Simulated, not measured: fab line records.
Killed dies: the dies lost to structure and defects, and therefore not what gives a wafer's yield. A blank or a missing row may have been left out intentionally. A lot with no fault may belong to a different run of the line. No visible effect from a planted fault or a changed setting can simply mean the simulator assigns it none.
Which tool did it? -- flow n5_finfet -- 72 wafers from 24 lots sampled at 6 of the route's 1938 steps

== WHAT EACH GAUGE READ, for each wafer ==
N5_BEOL_M4_CD_MEAS_11: target cd 16.79 nm.
lot,measured,on,cd_nm (nm)
L075,day 7 23:47,cd_sem-01,16.51 16.55 16.60
L074,day 8 03:32,cd_sem-03,16.41 16.36 16.63
L076,day 8 09:44,cd_sem-03,16.73 16.59 16.61
L077,day 8 20:38,cd_sem-03,16.85 16.77 16.94
L078,day 8 20:51,cd_sem-02,16.76 16.75 16.99
L079,day 9 10:43,cd_sem-02,16.64 16.62 16.73
L081,day 9 15:36,cd_sem-03,17.16 16.79 17.04
L080,day 9 18:43,cd_sem-02,16.76 16.97 17.36
L082,day 9 19:05,cd_sem-02,16.32 16.71 16.71
L083,day 10 17:25,cd_sem-03,16.13 16.53 16.81
L084,day 10 10:40,cd_sem-03,16.45 16.81 17.21
L085,day 10 20:40,cd_sem-01,17.34 16.69 16.64
L086,day 11 14:31,cd_sem-03,16.70 16.56 16.62
L088,day 11 17:06,cd_sem-03,16.98 16.80 16.62
L087,day 12 02:44,cd_sem-02,17.27 17.09 17.07
L089,day 12 12:26,cd_sem-01,17.07 16.52 16.66
L091,day 12 08:23,cd_sem-01,16.63 16.93 16.47
L090,day 12 21:54,cd_sem-01,16.57 17.19 17.18
L092,day 12 20:43,cd_sem-01,16.37 16.69 16.71
L093,day 13 05:14,cd_sem-01,16.24 16.69 16.68
L094,day 13 15:31,cd_sem-02,16.70 16.92 17.04
L095,day 13 19:12,cd_sem-01,16.66 16.67 16.88
L096,day 14 08:47,cd_sem-01,16.69 16.73 16.82
L097,day 14 15:46,cd_sem-01,16.80 16.28 16.46

== EACH LOT AND THE TOOL THAT RAN IT (in order: tool; ch and the chambers of the sampled wafers; start) ==
lot,N5_BEOL_M3_ETCH_64,N5_BEOL_M3_STRIP_36,N5_BEOL_M3_ANNEAL_49,N5_BEOL_M3_ANNEAL_80,N5_BEOL_M3_SPUTTER_92
L075,"rie_diel-01 ch 0,2, day 7 14:52","rie_diel-03 ch 0,1,3, day 7 16:50","pvd_sputter-02, day 7 18:26","pvd_sputter-02, day 7 18:39","pvd_sputter-02, day 7 19:40"
L074,"rie_diel-01 ch 1,2,3, day 7 15:06","rie_diel-03 ch 2,3, day 7 22:13","pvd_sputter-02, day 7 23:59","pvd_sputter-02, day 8 00:13","pvd_sputter-02, day 8 01:14"
L076,"rie_diel-02 ch 2,3, day 7 18:19","rie_diel-01 ch 1,2,3, day 8 03:07","pvd_sputter-01, day 8 05:47","pvd_sputter-01, day 8 06:01","pvd_sputter-01, day 8 07:02"
L077,"rie_diel-03 ch 0,2, day 8 05:10","rie_diel-02 ch 2,3, day 8 11:10","pvd_sputter-02, day 8 12:33","pvd_sputter-02, day 8 12:46","pvd_sputter-02, day 8 13:47"
L078,"rie_diel-03 ch 0,2,3, day 8 08:52","rie_diel-03 ch 0,2,3, day 8 11:11","pvd_sputter-01, day 8 13:07","pvd_sputter-01, day 8 13:20","pvd_sputter-01, day 8 14:22"
L079,"rie_diel-03 ch 2,3, day 8 22:01","rie_diel-02 ch 1,2,3, day 9 01:50","pvd_sputter-02, day 9 03:29","pvd_sputter-02, day 9 03:43","pvd_sputter-02, day 9 04:44"
L081,"rie_diel-03 ch 1,3, day 9 03:25","rie_diel-01 ch 0,3, day 9 07:14","pvd_sputter-03, day 9 08:28","pvd_sputter-03, day 9 08:41","pvd_sputter-03, day 9 09:43"
L080,"rie_diel-01 ch 0,2,3, day 9 03:34","rie_diel-02 ch 1,3, day 9 10:05","pvd_sputter-03, day 9 11:40","pvd_sputter-03, day 9 11:53","pvd_sputter-03, day 9 12:55"
L082,"rie_diel-03 ch 2,3, day 9 04:50","rie_diel-03 ch 1,2,3, day 9 10:08","pvd_sputter-03, day 9 13:31","pvd_sputter-03, day 9 13:44","pvd_sputter-03, day 9 14:45"
L083,"rie_diel-02 ch 0,2,3, day 9 16:49","rie_diel-01 ch 0,1,2, day 10 09:10","pvd_sputter-03, day 10 10:39","pvd_sputter-03, day 10 10:52","pvd_sputter-03, day 10 11:53"
L084,"rie_diel-02 ch 0,1,2, day 9 19:14","rie_diel-02 ch 0,3, day 9 21:58","pvd_sputter-03, day 9 23:34","pvd_sputter-03, day 9 23:47","pvd_sputter-03, day 10 00:48"
L085,"rie_diel-03 ch 1,2, day 9 21:21","rie_diel-01 ch 0,1,3, day 10 12:37","pvd_sputter-01, day 10 13:48","pvd_sputter-01, day 10 14:01","pvd_sputter-01, day 10 15:02"
L086,"rie_diel-01 ch 0,1,2, day 11 01:58","rie_diel-02 ch 0,1,3, day 11 07:24","pvd_sputter-01, day 11 08:35","pvd_sputter-01, day 11 08:49","pvd_sputter-01, day 11 09:50"
L088,"rie_diel-01 ch 0,1,3, day 11 07:54","rie_diel-02 ch 0,2,3, day 11 10:59","pvd_sputter-02, day 11 12:45","pvd_sputter-02, day 11 12:58","pvd_sputter-02, day 11 13:59"
L087,"rie_diel-01 ch 2,3, day 11 09:40","rie_diel-01 ch 1,3, day 11 16:45","pvd_sputter-02, day 11 22:58","pvd_sputter-02, day 11 23:11","pvd_sputter-02, day 12 00:13"
L089,"rie_diel-01 ch 0,2,3, day 11 13:26","rie_diel-02 ch 2,3, day 12 06:46","pvd_sputter-01, day 12 08:47","pvd_sputter-01, day 12 09:00","pvd_sputter-01, day 12 10:01"
L091,"rie_diel-02 ch 1,3, day 11 14:44","rie_diel-01 ch 1,3, day 12 03:15","pvd_sputter-01, day 12 04:29","pvd_sputter-01, day 12 04:42","pvd_sputter-01, day 12 05:43"
L090,"rie_diel-03 ch 0,1,2, day 11 16:39","rie_diel-02 ch 0,1,2, day 12 16:19","pvd_sputter-03, day 12 17:40","pvd_sputter-03, day 12 17:53","pvd_sputter-03, day 12 18:55"
L092,"rie_diel-03 ch 0,1,3, day 11 22:56","rie_diel-01 ch 1,2,3, day 12 12:47","pvd_sputter-02, day 12 14:05","pvd_sputter-02, day 12 14:19","pvd_sputter-02, day 12 15:20"
L093,"rie_diel-01 ch 0,1,3, day 12 16:40","rie_diel-01 ch 1,2,3, day 12 21:02","pvd_sputter-01, day 12 22:46","pvd_sputter-01, day 12 22:59","pvd_sputter-01, day 13 02:07"
L094,"rie_diel-03 ch 1,2,3, day 12 22:40","rie_diel-03 ch 0,1,2, day 13 10:11","pvd_sputter-01, day 13 11:38","pvd_sputter-01, day 13 11:51","pvd_sputter-01, day 13 12:52"
L095,"rie_diel-03 ch 0,2,3, day 13 11:12","rie_diel-03 ch 0,2,3, day 13 13:25","pvd_sputter-03, day 13 15:07","pvd_sputter-03, day 13 15:20","pvd_sputter-03, day 13 16:21"
L096,"rie_diel-01 ch 0,1, day 13 23:54","rie_diel-01 ch 0,1,2, day 14 01:56","pvd_sputter-03, day 14 04:34","pvd_sputter-03, day 14 04:47","pvd_sputter-03, day 14 05:48"
L097,"rie_diel-02 ch 1,2, day 14 05:19","rie_diel-02 ch 0,1,2, day 14 10:35","pvd_sputter-03, day 14 12:06","pvd_sputter-03, day 14 12:19","pvd_sputter-03, day 14 13:20"
- N5_BEOL_M3_ETCH_64: etches SOC in N2/H2, target depth 75 nm, overetch 15 nm, time 112.5 s.
- N5_BEOL_M3_STRIP_36: strips in N2/H2.
- N5_BEOL_M3_ANNEAL_49: time 240 s.
- N5_BEOL_M3_ANNEAL_80: time 240 s.
- N5_BEOL_M3_SPUTTER_92: material Cu, target thk 4.5 nm, time 8.29 s.

== AS READ BY THE TOOLS THEMSELVES (means over the sampled wafers that have a number; for cases with no such wafer, the mark the record gives instead) ==
N5_BEOL_M3_ETCH_64.
lot,tool,drypump_motor_current_A (A),oes_product_au (a.u.),rf_vpp_V (V),showerhead_plenum_p_Torr (Torr),throttle_valve_pct (%)
L075,rie_diel-01,5.7,0.58,524.6,2.58,18.13
L074,rie_diel-01,6.0,0.59,523.5,2.54,18.11
L076,rie_diel-02,5.2,0.69,527.0,2.65,17.89
L077,rie_diel-03,5.4,0.59,524.0,2.54,18.06
L078,rie_diel-03,5.4,0.60,523.6,2.53,18.09
L079,rie_diel-03,5.4,0.59,523.2,2.52,18.07
L081,rie_diel-03,5.8,0.68,527.2,2.64,18.01
L080,rie_diel-01,5.9,0.57,524.4,2.54,18.12
L082,rie_diel-03,5.4,0.59,524.0,2.52,18.07
L083,rie_diel-02,5.5,0.66,524.2,2.57,17.81
L084,rie_diel-02,5.7,0.60,524.1,2.55,17.91
L085,rie_diel-03,5.5,0.64,525.4,2.58,17.99
L086,rie_diel-01,5.8,0.58,524.7,2.57,18.19
L088,rie_diel-01,6.1,0.57,522.4,2.50,18.14
L087,rie_diel-01,5.8,0.57,524.5,2.57,18.16
L089,rie_diel-01,5.9,0.56,522.4,2.53,18.15
L091,rie_diel-02,5.4,0.62,527.7,2.65,18.04
L090,rie_diel-03,5.5,0.62,525.2,2.59,18.02
L092,rie_diel-03,5.6,0.62,525.2,2.58,18.09
L093,rie_diel-01,6.1,0.56,521.6,2.49,18.15
L094,rie_diel-03,5.6,0.61,524.7,2.57,18.08
L095,rie_diel-03,5.4,0.57,524.0,2.51,18.14
L096,rie_diel-01,6.0,0.56,523.2,2.52,18.23
L097,rie_diel-02,5.6,0.56,525.0,2.59,18.17

N5_BEOL_M3_STRIP_36.
lot,tool,drypump_motor_current_A (A),oes_product_au (a.u.),rf_vpp_V (V),showerhead_plenum_p_Torr (Torr),throttle_valve_pct (%)
L075,rie_diel-03,5.6,0.73,58.4,2.48,24.08
L074,rie_diel-03,5.4,0.75,59.4,2.52,23.84
L076,rie_diel-01,6.0,0.74,59.3,2.54,23.95
L077,rie_diel-02,5.2,0.87,61.2,2.64,23.72
L078,rie_diel-03,5.4,0.75,58.0,2.52,23.95
L079,rie_diel-02,5.4,0.79,60.6,2.62,23.88
L081,rie_diel-01,6.2,0.72,60.0,2.47,23.95
L080,rie_diel-02,5.4,0.80,58.2,2.66,23.87
L082,rie_diel-03,5.6,0.80,57.6,2.58,23.90
L083,rie_diel-01,5.8,0.72,59.3,2.56,23.99
L084,rie_diel-02,5.5,0.88,59.4,2.55,23.37
L085,rie_diel-01,6.1,0.72,60.2,2.49,24.03
L086,rie_diel-02,5.5,0.82,59.1,2.60,23.63
L088,rie_diel-02,5.5,0.81,58.4,2.56,23.64
L087,rie_diel-01,6.2,0.72,59.0,2.49,24.06
L089,rie_diel-02,5.5,0.76,60.2,2.57,23.88
L091,rie_diel-01,6.3,0.72,59.5,2.45,24.00
L090,rie_diel-02,5.7,0.75,59.8,2.54,23.80
L092,rie_diel-01,6.0,0.72,58.9,2.52,23.98
L093,rie_diel-01,6.0,0.71,59.9,2.52,23.99
L094,rie_diel-03,5.6,0.78,58.4,2.58,23.89
L095,rie_diel-03,5.4,0.72,59.1,2.51,23.99
L096,rie_diel-01,5.8,0.70,58.3,2.55,24.05
L097,rie_diel-02,5.7,0.73,58.7,2.53,23.79

N5_BEOL_M3_ANNEAL_49.
lot,tool,heater_power_w (W)
L075,pvd_sputter-02,988
L074,pvd_sputter-02,868
L076,pvd_sputter-01,778
L077,pvd_sputter-02,921
L078,pvd_sputter-01,776
L079,pvd_sputter-02,858
L081,pvd_sputter-03,781
L080,pvd_sputter-03,803
L082,pvd_sputter-03,815
L083,pvd_sputter-03,817
L084,pvd_sputter-03,769
L085,pvd_sputter-01,788
L086,pvd_sputter-01,775
L088,pvd_sputter-02,928
L087,pvd_sputter-02,907
L089,pvd_sputter-01,777
L091,pvd_sputter-01,867
L090,pvd_sputter-03,851
L092,pvd_sputter-02,905
L093,pvd_sputter-01,889
L094,pvd_sputter-01,754
L095,pvd_sputter-03,767
L096,pvd_sputter-03,802
L097,pvd_sputter-03,815

N5_BEOL_M3_ANNEAL_80.
lot,tool,heater_power_w (W)
L075,pvd_sputter-02,993
L074,pvd_sputter-02,878
L076,pvd_sputter-01,793
L077,pvd_sputter-02,920
L078,pvd_sputter-01,781
L079,pvd_sputter-02,855
L081,pvd_sputter-03,775
L080,pvd_sputter-03,804
L082,pvd_sputter-03,810
L083,pvd_sputter-03,817
L084,pvd_sputter-03,786
L085,pvd_sputter-01,788
L086,pvd_sputter-01,781
L088,pvd_sputter-02,907
L087,pvd_sputter-02,897
L089,pvd_sputter-01,781
L091,pvd_sputter-01,874
L090,pvd_sputter-03,843
L092,pvd_sputter-02,910
L093,pvd_sputter-01,876
L094,pvd_sputter-01,761
L095,pvd_sputter-03,783
L096,pvd_sputter-03,808
L097,pvd_sputter-03,793

N5_BEOL_M3_SPUTTER_92.
lot,tool,chamber_pressure_pa (Pa),throttle_valve_pct (%)
L075,pvd_sputter-02,0.07,30.1
L074,pvd_sputter-02,0.07,31.1
L076,pvd_sputter-01,0.07,30.4
L077,pvd_sputter-02,0.07,30.8
L078,pvd_sputter-01,0.07,30.4
L079,pvd_sputter-02,0.07,31.4
L081,pvd_sputter-03,0.07,30.0
L080,pvd_sputter-03,0.07,30.4
L082,pvd_sputter-03,0.07,29.6
L083,pvd_sputter-03,0.07,30.3
L084,pvd_sputter-03,0.07,30.0
L085,pvd_sputter-01,0.07,30.3
L086,pvd_sputter-01,0.07,30.9
L088,pvd_sputter-02,0.07,30.9
L087,pvd_sputter-02,0.07,31.3
L089,pvd_sputter-01,0.07,30.2
L091,pvd_sputter-01,0.07,31.3
L090,pvd_sputter-03,0.07,30.7
L092,pvd_sputter-02,0.07,31.0
L093,pvd_sputter-01,0.07,31.1
L094,pvd_sputter-01,0.07,30.9
L095,pvd_sputter-03,0.07,30.6
L096,pvd_sputter-03,0.07,30.2
L097,pvd_sputter-03,0.07,30.5

== THE ANSWER, worked out from the rows above alone ==
Rule: the lots themselves supply what counts as usual. The widest of any qualifying gaps counts: lots, ordered by their means at a reading, are off when they make up no more than a third of the lots, leave a main group of 4 or more, and stand apart from it by 3 or more times the standard deviation of that group's means. A main group whose means are all the same, to the digits that the tables above print for the reading, isn't used. Also off: a lot with no number at a reading for which 4 or more lots have one. Any other lot the step has rows for is counted as sound. After the gauges, taken in route order, come the tools' own readings; for these a lot's mean is taken, as printed above. The first step at which some lot is off is used, and at that step the reading that is off furthest; a lot without a number counts as furthest.
None of the lots is off at any reading shown; this tells nothing.

== WHAT HAD BEEN PUT IN BY THE SIMULATOR ==
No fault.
